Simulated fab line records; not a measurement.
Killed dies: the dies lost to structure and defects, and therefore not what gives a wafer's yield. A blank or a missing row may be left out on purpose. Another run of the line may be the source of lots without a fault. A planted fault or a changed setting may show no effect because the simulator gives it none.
Split-lot trial | flow n5Finfet | on a route of 1938 steps: 7 lots, 21 wafers read

== THE SPLIT ==
At N5_BEOL_M2_COAT_62 (time 60 s, resist thk 12 nm), the setting spinRpm was moved away from the recipe's 1500 rpm on 6 of the 21 wafers read, by -8.0% to +10.7%. The other wafers ran this setting at the recipe's value.

== FROM THE SPLIT TO THE READING: what the file shows between them, 4 steps ==
- N5_BEOL_M2_COAT_73: time 60 s, resist thk 5 nm
- N5_BEOL_M2_COAT_05: resist thk 30 nm
- N5_BEOL_M2_DESCUM_16: chemistry O2, time 7 s
- N5_BEOL_M2_ETCH_74: etches underlayer in N2/H2, target depth 6.5 nm, time 5.2 s

== THE READING ==
etch.depthNm (the simulator's own value, which no gauge read), in nm, at N5_BEOL_M2_ETCH_63 (etches SiARC in CF4, target depth 15.6 nm, time 26 s). The file does not state a usual value for it. Across the 15 wafers here that went through the recipe, the average is 12.00 nm and the standard deviation 0.035 nm.

wafer  | tool, chamber at the split | spinRpm as run, rpm | against the recipe | etch.depthNm, nm | against lot-mates on the recipe
L074.2 | lithoTrack-04, 0           | 1500                | recipe             | 12               | -
L074.4 | lithoTrack-04, 0           | 1380                | -8.0%              | 12.53            | +0.53
L074.6 | lithoTrack-04, 0           | 1380                | -8.0%              | 12.54            | +0.54
L078.1 | lithoTrack-04, 0           | 1500                | recipe             | 12               | -
L078.2 | lithoTrack-04, 0           | 1500                | recipe             | 11.97            | -
L078.3 | lithoTrack-04, 0           | 1500                | recipe             | 12.02            | -
L080.2 | lithoTrack-05, 0           | 1577                | +5.1%              | 11.67            | -0.34
L080.3 | lithoTrack-05, 0           | 1500                | recipe             | 11.99            | -
L080.6 | lithoTrack-05, 0           | 1500                | recipe             | 12.03            | -
L089.1 | lithoTrack-04, 0           | 1500                | recipe             | 11.94            | -
L089.4 | lithoTrack-04, 0           | 1608                | +7.2%              | 11.56            | -0.38
L089.6 | lithoTrack-04, 0           | 1608                | +7.2%              | 11.55            | -0.39
L093.3 | lithoTrack-02, 0           | 1500                | recipe             | 12               | -
L093.4 | lithoTrack-02, 0           | 1500                | recipe             | 12.04            | -
L093.6 | lithoTrack-02, 0           | 1500                | recipe             | 12.01            | -
L094.1 | lithoTrack-05, 0           | 1661                | +10.7%             | 11.35            | -0.59
L094.3 | lithoTrack-05, 0           | 1500                | recipe             | 11.94            | -
L094.4 | lithoTrack-05, 0           | 1500                | recipe             | 11.94            | -
L095.1 | lithoTrack-04, 0           | 1500                | recipe             | 12.01            | -
L095.4 | lithoTrack-04, 0           | 1500                | recipe             | 12.01            | -
L095.5 | lithoTrack-04, 0           | 1500                | recipe             | 12.06            | -

FIT RESULTS
A straight line over all 21 wafers: etch.depthNm changes by -0.0635 nm for each +1% of spinRpm; r = -0.99; the points scatter about the line by 0.033 nm.
The same after taking each lot's own level away (the mean of its wafers on the recipe; 21 wafers): -0.0598 nm for each +1%; r = -0.99; scatter 0.03 nm.
Per that fit: largest spinRpm move, reading shift of 0.64 nm.
The lots' own levels span 11.940 to 12.027 nm, that is 2.5 times the standard deviation above.
Consequently the slope shifts little with the lot-to-lot level, the two slopes agreeing.
Check: with one of the wafers moved furthest among these (+10.7%) left out of the fit, the line predicts -0.652 nm for it against its lot-mates. Against them it came out at -0.59 nm.

== THE OTHER SPLITS THESE WAFERS WENT THROUGH ==
These wafers also went through other splits before the reading. Each is held against what the fit with the lots' levels taken away leaves over:
other split on the same wafers         | wafers away from the commonest value | r with etch.depthNm (lot level and that fit taken away)
N5_MOL_CONTACT_COAG_EXPOSE_81 doseMj   | 5                                    | -0.41
N5_MOL_CONTACT_COAG_ALD_133 aldCycles  | 10                                   | +0.04
N5_MOL_CONTACT_COAG_VIA_ETCH_117 biasW | 10                                   | -0.45
N5_BEOL_M1_PECVD_72 tempC              | 10                                   | -0.20
N5_BEOL_M1_COAT_61 spinRpm             | 7                                    | -0.15
N5_BEOL_M1_TRENCH_ETCH_37 timeS        | 12                                   | -0.02

== THE WHOLE CHAIN: every reading that the file lists as answering this split, in the file's order ==
step               | what it does                                         | reading                                                                         | change (the file's fit)                | r (the file's)
N5_BEOL_M2_COAT_62 | time 60 s, resist thk 12 nm                          | SiARC_of_BEOL_M2_COAT_62.thkNm (the simulator's own value, which no gauge read) | -0.0628 nm for each +1% of the setting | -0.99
N5_BEOL_M2_ETCH_63 | etches SiARC in CF4, target depth 15.6 nm, time 26 s | etch.depthNm (the simulator's own value, which no gauge read)                   | -0.0587 nm for each +1% of the setting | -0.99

== FILE'S OWN FIT ==
etch.depthNm changes by -0.0587 nm for each +1% of spinRpm, r = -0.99.
